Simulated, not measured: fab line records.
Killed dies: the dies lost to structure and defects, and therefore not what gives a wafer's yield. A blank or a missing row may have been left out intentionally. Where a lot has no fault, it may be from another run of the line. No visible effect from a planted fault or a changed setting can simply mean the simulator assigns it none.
Matching of chambers + flow nand_harc + 4 sister chambers for NHARC_A_CONTACT_ETCH_102 on rie_diel-11
The step etches the open film in CF4/O2, target depth 100 nm, overetch 10 nm, time 55 s. 20 wafers are shown with their chamber, then 10 later ones without.

WAFERS PAIRED WITH THEIR CHAMBERS
| wafer  | chamber | drypump_motor_current_A (A) | showerhead_plenum_p_Torr (Torr) | rf_vpp_V (V) |
|--------|---------|-----------------------------|---------------------------------|--------------|
| L075.1 | 1       | 5.3                         | 1.32                            | 195.7        |
| L075.4 | 2       | 6.7                         | 1.25                            | 196.8        |
| L075.6 | 3       | 5.2                         | 1.39                            | 197.9        |
| L077.1 | 3       | 5.1                         | 1.39                            | 198.1        |
| L077.2 | 2       | 6.7                         | 1.25                            | 196.6        |
| L077.3 | 0       | 6.0                         | 1.31                            | 198.5        |
| L083.1 | 3       | 5.2                         | 1.38                            | 197.4        |
| L083.2 | 2       | 6.7                         | 1.24                            | 197.7        |
| L083.4 | 1       | 5.3                         | 1.32                            | 198.1        |
| L085.1 | 0       | 6.0                         | 1.31                            | 197.8        |
| L085.2 | 2       | 6.6                         | 1.24                            | 196.3        |
| L085.5 | 3       | 5.1                         | 1.38                            | 198.0        |
| L086.1 | 2       | 6.6                         | 1.24                            | 194.3        |
| L086.2 | 3       | 5.2                         | 1.38                            | 199.0        |
| L086.5 | 2       | 6.6                         | 1.24                            | 195.8        |
| L089.2 | 0       | 6.0                         | 1.31                            | 196.4        |
| L089.4 | 1       | 5.3                         | 1.32                            | 198.1        |
| L089.5 | 0       | 6.0                         | 1.31                            | 197.9        |
| L090.2 | 2       | 6.6                         | 1.24                            | 195.6        |
| L090.5 | 1       | 5.3                         | 1.32                            | 196.9        |

SIGNATURES, as means of the wafers listed above
| reading                  | chamber 0 | chamber 1 | chamber 2 | chamber 3 | scatter within a chamber |
|--------------------------|-----------|-----------|-----------|-----------|--------------------------|
| drypump_motor_current_A  | 6.000     | 5.300     | 6.643     | 5.160     | 0.0427                   |
| showerhead_plenum_p_Torr | 1.3100    | 1.3200    | 1.2429    | 1.3840    | 0.00405                  |
| rf_vpp_V                 | 197.650   | 197.200   | 196.157   | 198.080   | 0.954                    |
Rule: distance of a wafer from a chamber = root of the sum over the readings of ((wafer's reading minus chamber's mean) / reading's scatter) squared. If the next closest chamber is less than 2 further off than the closest, the wafer can't be placed; otherwise it belongs to the closest. The scatter is the square root of a quotient: the sum, over the shown wafers, of each reading's squared deviation from its chamber's mean, divided by wafers minus chambers.

WAFERS WHOSE CHAMBER IS MISSING
| wafer  | drypump_motor_current_A (A) | showerhead_plenum_p_Torr (Torr) | rf_vpp_V (V) |
|--------|-----------------------------|---------------------------------|--------------|
| L090.6 | 6.0                         | 1.31                            | 197.7        |
| L092.1 | 5.3                         | 1.32                            | 197.6        |
| L092.4 | 6.0                         | 1.31                            | 198.5        |
| L092.6 | 5.2                         | 1.38                            | 199.8        |
| L091.1 | 5.3                         | 1.31                            | 197.6        |
| L091.2 | 6.7                         | 1.24                            | 197.0        |
| L091.3 | 5.2                         | 1.38                            | 198.0        |
| L096.1 | 6.0                         | 1.30                            | 197.4        |
| L096.4 | 5.3                         | 1.31                            | 197.3        |
| L096.6 | 5.2                         | 1.38                            | 199.2        |

CHAMBER TAKEN BY EACH
| wafer  | from the rows above | in truth |
|--------|---------------------|----------|
| L090.6 | 0                   | 0        |
| L092.1 | 1                   | 1        |
| L092.4 | 0                   | 0        |
| L092.6 | 3                   | 3        |
| L091.1 | 1                   | 1        |
| L091.2 | 2                   | 2        |
| L091.3 | 3                   | 3        |
| L096.1 | 0                   | 0        |
| L096.4 | 1                   | 1        |
| L096.6 | 3                   | 3        |
Correctly placed: 10 of 10. Can't be placed from these rows: 0. 0 placed wrongly.
